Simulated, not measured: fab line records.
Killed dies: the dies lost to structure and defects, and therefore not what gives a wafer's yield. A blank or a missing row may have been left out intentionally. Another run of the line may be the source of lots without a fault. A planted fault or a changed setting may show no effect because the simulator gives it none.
fab line records | flow n5-finfet | part 2 of 2: steps 20 to 26 of 26
[record] lots = 5 | wafers = 15 | last-day = 18
route steps=1938 shown MOL_CONTACT_COAG@597
lots that met no fault: taken from a fault-free run of the same line
start-h: hours from the record's opening day to when the first of the lot's shown wafers began | wait-h: hours since the lot's step before | " the same as in the row above | L1.1+2: a row that stands for several wafers | - either no value or no given start | * or withheld: withheld | < > ~ a bound
route shown NAME@n: names a module that has steps shown in the file, with the first one's number in the route | usual: the fault-free wafers' mean and standard deviation | same: alike in all rows | chamber/n: place in a boat | sites: each site's reading | _std_site: standard deviation across them | _edge_site: inner sites' mean taken away from outer sites' mean | radius-mm: for every site, how far away it sits from the centre of the wafer | mask NAME#n: copy n | behind: the most recent tool/chamber to have shaped the wafer | hold: why the lot was held/for how many hours/how that ended | device: the n, p or np transistor that did not switch | end of line: at the end of the route, the tests of the same wafers | a step given without rows: its recipe and nothing more | killed: not the wafer's yield, but the dies lost to structure and defects at the first sort | map: per-die view of a wafer (x killed, . not killed, _ where there is no die)
set.NAME: the setting as run; set.NAME@STEP: as run at that earlier step | model.NAME: the simulator's own value behind a step, which no gauge read
a table for each step, a row for each wafer; lots at some steps of the route
services: from which hour (start-h, from the record's first day; less than 0 if before it) a tool's chamber was out of use, for how many hours, and why
[[steps]]
[step N5_MOL_CONTACT_COAG_ETCH_124]
[recipe] chemistry = CH3F/O2 | target = SiNx | target-depth-a = 65 | mask-material = SOC | stop-on = SiOC | over-etch-frac = 0.3 | ion-energy-ev = 120 | pressure-mtorr = 30 | source-w = 395 | bias-w = 73 | Ar_flow_sccm = 150 | CH3F_flow_sccm = 30 | O2_flow_sccm = 20 | ends = end-point
[usual] O2_flow_sccm = 20.00/0.064 | drypump-motor-current-A = 5.7/0.41 | oes_f_703_au = 0.75/0.058 | oes-product-au = 0.64/0.052 | rf-vpp-V = 297/4.2 | showerhead-plenum-p-Torr = 2.01/0.079 | throttle-valve-pct = 16.39/0.15
lot.wafer | tool        | chamber | start-h | wait-h | O2_flow_sccm | drypump-motor-current-A | oes_f_703_au | oes-product-au | rf-hours-counter-h | rf-vpp-V | showerhead-plenum-p-Torr | throttle-valve-pct
L088.2    | rie-diel-06 | 2       | 181.77  | 0.0    | 19.95        | 5.6                     | 0.73         | 0.59           | 212                | 298      | 1.89                     | 16.35
L088.3    | "           | 3       | "       | "      | 20.06        | 5.8                     | 0.76         | 0.68           | 129                | 304      | 2.09                     | 16.39
L088.4    | "           | 0       | "       | "      | 19.91        | 6.0                     | 0.75         | 0.65           | 145                | 293      | 2.08                     | 16.34
L090.3    | rie-diel-01 | 1       | 202.07  | 0.0    | 20.01        | 6.1                     | 0.72         | 0.61           | 204                | 289      | 1.98                     | 16.54
L090.4    | "           | 3       | "       | "      | 19.97        | 5.3                     | 0.71         | 0.60           | 226                | 298      | 1.98                     | 16.40
L090.5    | "           | 3       | "       | "      | 19.94        | 5.3                     | 0.71         | 0.61           | -                  | 298      | 1.98                     | 16.39
L095.1    | rie-diel-01 | 1       | 229.94  | 0.0    | 20.06        | 6.1                     | 0.71         | 0.61           | 213                | 291      | 1.97                     | 16.55
L095.3    | "           | 2       | "       | "      | 20.07        | 6.3                     | 0.69         | 0.58           | 249                | 298      | 2.05                     | 16.40
L095.6    | "           | 0       | "       | "      | 20.01        | 5.5                     | 0.77         | 0.67           | -                  | 293      | 2.01                     | 16.14
L094.2    | rie-diel-01 | 2       | 230.80  | 0.0    | 19.96        | 6.4                     | 0.68         | 0.58           | 249                | 297      | 2.05                     | 16.40
L094.4    | "           | 1       | "       | "      | 19.94        | 6.1                     | 0.71         | 0.61           | 213                | 289      | 1.97                     | 16.55
L094.5    | "           | 2       | "       | "      | 19.99        | 6.3                     | 0.69         | 0.58           | -                  | 298      | 2.05                     | 16.40
L096.2    | rie-diel-01 | 2       | 233.84  | 0.0    | 20.02        | 6.3                     | 0.69         | 0.57           | 250                | 299      | 2.05                     | 16.41
L096.3    | "           | 1       | "       | "      | 20.03        | 6.1                     | 0.71         | 0.61           | 214                | 290      | 1.97                     | 16.56
L096.6    | "           | 3       | "       | "      | 19.95        | 5.3                     | 0.71         | 0.60           | -                  | 299      | 1.98                     | 16.41
[step N5_MOL_CONTACT_COAG_ETCH_48]
[recipe] chemistry = C4F6/O2 | target-depth-a = 150 | overetch-a = 45 | mask-material = SOC | target = SiOC | bias-w = 465 | pressure-mtorr = 10 | time-s = 17 | source-w = 335 | Ar_flow_sccm = 300 | C4F6_flow_sccm = 10 | O2_flow_sccm = 10 | ion-energy-ev = 576
[usual] C4F6_flow_sccm = 9.997/0.029 | O2_flow_sccm = 10.00/0.032 | drypump-motor-current-A = 5.7/0.41 | oes_f_703_au = 0.75/0.058 | oes-product-au = 0.63/0.062 | rf-vpp-V = 1585/21 | showerhead-plenum-p-Torr = 2.85/0.11 | throttle-valve-pct = 40.7/0.36
lot.wafer | tool        | chamber | start-h | wait-h | C4F6_flow_sccm | O2_flow_sccm | drypump-motor-current-A | oes_f_703_au | oes-product-au | rf-hours-counter-h | rf-vpp-V | showerhead-plenum-p-Torr | throttle-valve-pct
L088.2    | rie-diel-06 | 2       | 181.81  | 0.0    | 9.992          | 9.98         | 5.5                     | 0.73         | 0.57           | 212                | 1593     | 2.69                     | 40.5
L088.3    | "           | 3       | "       | "      | 9.976          | 10.00        | 5.7                     | 0.77         | 0.60           | 129                | 1621     | 2.96                     | 40.7
L088.4    | "           | 0       | "       | "      | 10.001         | 10.01        | 6.0                     | 0.76         | 0.65           | 145                | 1575     | 2.95                     | 41.0
L090.3    | rie-diel-01 | 1       | 202.11  | 0.0    | 10.020         | 10.05        | 6.2                     | 0.71         | 0.64           | 204                | 1547     | 2.81                     | 40.3
L090.4    | "           | 3       | "       | "      | 9.966          | 9.98         | 5.3                     | 0.71         | 0.59           | 226                | 1599     | 2.82                     | 40.5
L090.5    | "           | 3       | "       | "      | 9.939          | 9.97         | 5.3                     | 0.71         | 0.61           | -                  | 1599     | 2.82                     | 40.5
L095.1    | rie-diel-01 | 1       | 229.98  | 0.0    | 9.943          | 10.03        | 6.1                     | 0.70         | 0.58           | 213                | 1548     | 2.80                     | 40.3
L095.3    | "           | 2       | "       | "      | 9.991          | 9.98         | 6.3                     | 0.69         | 0.55           | 249                | 1591     | 2.90                     | 40.3
L095.6    | "           | 0       | "       | "      | 10.018         | 9.99         | 5.4                     | 0.78         | 0.62           | -                  | 1575     | 2.86                     | 40.5
L094.2    | rie-diel-01 | 2       | 230.84  | 0.0    | 9.968          | 9.97         | 6.3                     | 0.69         | 0.56           | 249                | 1589     | 2.90                     | 40.3
L094.4    | "           | 1       | "       | "      | 10.021         | 9.94         | 6.1                     | 0.70         | 0.61           | 213                | 1549     | 2.80                     | 40.3
L094.5    | "           | 2       | "       | "      | 9.946          | 9.99         | 6.3                     | 0.69         | 0.55           | -                  | 1590     | 2.90                     | 40.3
L096.2    | rie-diel-01 | 2       | 233.88  | 0.0    | 10.019         | 9.99         | 6.4                     | 0.69         | 0.57           | 250                | 1590     | 2.90                     | 40.3
L096.3    | "           | 1       | "       | "      | 9.985          | 9.99         | 6.2                     | 0.71         | 0.55           | 214                | 1548     | 2.80                     | 40.3
L096.6    | "           | 3       | "       | "      | 10.005         | 10.02        | 5.3                     | 0.70         | 0.59           | -                  | 1598     | 2.81                     | 40.5
[step N5_MOL_CONTACT_COAG_STRIP_72]
[recipe] chemistry = N2/H2 | power-w = 450 | temp-c = 40 | pressure-mtorr = 20 | rf-frequency-hz = 6e+07 | overash-fraction = 3 | bias-power-w = 7 | h2-frac = 0.5 | n2-flow-sccm = 200 | h2-flow-sccm = 200
[usual] drypump-motor-current-A = 5.7/0.41 | oes-product-au = 0.75/0.068 | rf-vpp-V = 59.3/1.9 | showerhead-plenum-p-Torr = 2.55/0.095 | throttle-valve-pct = 23.7/0.31
lot.wafer | tool        | chamber | start-h | wait-h | drypump-motor-current-A | oes-product-au | rf-hours-counter-h | rf-vpp-V | showerhead-plenum-p-Torr | throttle-valve-pct
L088.2    | rie-diel-06 | 2       | 181.86  | 0.0    | 5.6                     | 0.68           | 212                | 55.6     | 2.41                     | 23.7
L088.3    | "           | 3       | "       | "      | 5.7                     | 0.77           | 129                | 59.2     | 2.63                     | 23.3
L088.4    | "           | 0       | "       | "      | 6.0                     | 0.77           | 145                | 57.8     | 2.64                     | 23.8
L090.3    | rie-diel-01 | 1       | 202.16  | 0.0    | 6.1                     | 0.70           | 204                | 58.3     | 2.53                     | 23.9
L090.4    | "           | 3       | "       | "      | 5.3                     | 0.71           | 226                | 59.4     | 2.52                     | 23.5
L090.5    | "           | 3       | "       | "      | 5.3                     | 0.71           | -                  | 60.2     | 2.52                     | 23.6
L095.1    | rie-diel-01 | 1       | 230.04  | 0.0    | 6.1                     | 0.69           | 213                | 57.3     | 2.52                     | 23.9
L095.3    | "           | 2       | "       | "      | 6.4                     | 0.66           | 249                | 60.1     | 2.60                     | 23.4
L095.6    | "           | 0       | "       | "      | 5.5                     | 0.79           | -                  | 61.9     | 2.56                     | 23.4
L094.2    | rie-diel-01 | 2       | 230.89  | 0.0    | 6.4                     | 0.67           | 249                | 60.3     | 2.60                     | 23.3
L094.4    | "           | 1       | "       | "      | 6.1                     | 0.70           | 213                | 60.3     | 2.52                     | 23.9
L094.5    | "           | 2       | "       | "      | 6.4                     | 0.66           | -                  | 59.3     | 2.60                     | 23.3
L096.2    | rie-diel-01 | 2       | 233.94  | 0.0    | 6.4                     | 0.65           | 250                | 61.0     | 2.60                     | 23.3
L096.3    | "           | 1       | "       | "      | 6.1                     | 0.68           | 214                | 54.1     | 2.52                     | 23.9
L096.6    | "           | 3       | "       | "      | 5.3                     | 0.70           | -                  | 59.0     | 2.52                     | 23.6
[step N5_MOL_CONTACT_COAG_STRIP_49]
[recipe] chemistry = N2/H2 | time-s = 30 | power-w = 1000 | temp-c = 250 | pressure-mtorr = withheld | n2-flow-sccm = 1750 | h2-flow-sccm = 3250
[usual] drypump-motor-current-A = 5.62/0.29 | heater-power-w = 344/37
lot.wafer | tool            | chamber | start-h | wait-h | drypump-motor-current-A | heater-power-w | rf-hours-counter-h
L088.2    | plasma-asher-02 | 1       | 181.94  | -      | 5.87                    | 342            | 58
L088.3    | "               | 1       | "       | "      | 5.87                    | 351            | -
L088.4    | "               | 0       | "       | "      | 5.43                    | 308            | -
L090.3    | plasma-asher-01 | 1       | 202.26  | -      | 5.98                    | 340            | -
L090.4    | "               | 0       | "       | "      | 5.20                    | 409            | -
L090.5    | "               | 0       | "       | "      | 5.21                    | 410            | -
L095.1    | plasma-asher-02 | 0       | 230.12  | -      | 5.43                    | 309            | 68
L095.3    | "               | 0       | "       | "      | 5.42                    | 300            | -
L095.6    | "               | 1       | "       | "      | 5.87                    | 351            | -
L094.2    | plasma-asher-02 | 1       | 230.97  | -      | 5.86                    | 346            | 68
L094.4    | "               | 0       | "       | "      | 5.43                    | 303            | -
L094.5    | "               | 1       | "       | "      | 5.84                    | 351            | -
L096.2    | plasma-asher-02 | 1       | 234.27  | -      | 5.88                    | 345            | 70
L096.3    | "               | 0       | "       | "      | 5.43                    | 304            | -
L096.6    | "               | 0       | "       | "      | 5.42                    | 299            | -
[step N5_MOL_CONTACT_COAG_PRECLEAN_138]
[recipe] chemistry = alkaline-clean | temp-c = 60 | time-s = 60 | do-ppb = 50
lot.wafer  | tool         | chamber | start-h | wait-h
L088.2+3+4 | wet-bench-01 | 6,7,3   | 182.03  | 0.1
L090.3+4+5 | wet-bench-04 | 1,5,0   | 202.33  | 0.0
L095.1+3+6 | wet-bench-06 | 6,2,3   | 230.21  | 0.1
L094.2+4+5 | wet-bench-01 | 1,3,7   | 231.06  | 0.1
L096.2+3+6 | wet-bench-06 | 3,6,2   | 234.35  | 0.1
[step N5_MOL_CONTACT_COAG_SRD_139]
[recipe] dry = ipa-marangoni | time-s = 30 | temp-c = 23 | rinse-liquid = diw
lot.wafer  | tool         | chamber | start-h | wait-h
L088.2+3+4 | wet-bench-01 | 6,7,3   | 182.05  | 0.0
L090.3+4+5 | wet-bench-04 | 1,5,0   | 202.35  | 0.0
L095.1+3+6 | wet-bench-06 | 6,2,3   | 230.23  | 0.0
L094.2+4+5 | wet-bench-01 | 1,3,7   | 231.08  | 0.0
L096.2+3+6 | wet-bench-06 | 3,6,2   | 234.37  | 0.0
[step N5_MOL_CONTACT_COAG_CD_MEAS_101]
[recipe] target-cd-nm = 16
[usual] cd-nm = 16.0/0.34
lot.wafer | tool      | chamber | start-h | wait-h | cd-nm
L088.2    | cd-sem-03 | -       | 182.09  | 0.0    | 16.1
L088.3    | "         | -       | "       | "      | 15.6
L088.4    | "         | -       | "       | "      | 15.7
L090.3    | cd-sem-02 | -       | 202.39  | 0.0    | 15.5
L090.4    | "         | -       | "       | "      | 16.1
L090.5    | "         | -       | "       | "      | 16.5
L095.1    | cd-sem-03 | -       | 230.27  | 0.0    | 15.9
L095.3    | "         | -       | "       | "      | 16.1
L095.6    | "         | -       | "       | "      | 15.9
L094.2    | cd-sem-02 | -       | 231.12  | 0.0    | 15.5
L094.4    | "         | -       | "       | "      | 15.7
L094.5    | "         | -       | "       | "      | 15.7
L096.2    | cd-sem-02 | -       | 234.42  | 0.0    | 16.0
L096.3    | "         | -       | "       | "      | 16.5
L096.6    | "         | -       | "       | "      | 16.0
[[services]]
tool            | chamber | start-h | hours | kind
rie-diel-06     | 3       | 159.99  | 6.8   | repair
litho-track-05  | -       | 173.90  | -     | consumable-replace:filter
ald-sin-04      | -       | 176.75  | 14.0  | pm
ald-sin-04      | 0       | 176.75  | 14.0  | vent-cycle
ald-sin-04      | 1       | 176.75  | 14.0  | vent-cycle
ald-sin-04      | 2       | 176.75  | 14.0  | vent-cycle
ald-sin-04      | 3       | 176.75  | 14.0  | vent-cycle
euv-scanner-02  | -       | 204.27  | 1.0   | pm
rie-diel-05     | 2       | 204.27  | -     | clean
rie-diel-05     | 2       | 204.27  | -     | consumable-replace:focus-ring
rie-diel-05     | 2       | 204.27  | -     | consumable-replace:showerhead
rie-diel-05     | 2       | 204.27  | 26.8  | scheduled-down
rie-diel-05     | 2       | 204.27  | 26.8  | vent-cycle
ald-sin-01      | 1       | 204.48  | 3.9   | repair
wet-bench-04    | -       | 208.38  | 4.0   | repair
rie-diel-06     | 1       | 211.69  | -     | clean
rie-diel-06     | 1       | 211.69  | -     | consumable-replace:focus-ring
rie-diel-06     | 1       | 211.69  | 15.6  | scheduled-down
rie-diel-06     | 1       | 211.69  | 15.6  | vent-cycle
euv-scanner-01  | -       | 212.17  | 0.6   | repair
ald-sin-04      | 3       | 217.49  | 9.3   | repair
rie-diel-05     | 1       | 221.26  | 6.6   | repair
euv-scanner-02  | -       | 223.09  | 0.4   | repair
plasma-asher-01 | -       | 230.13  | 5.1   | repair
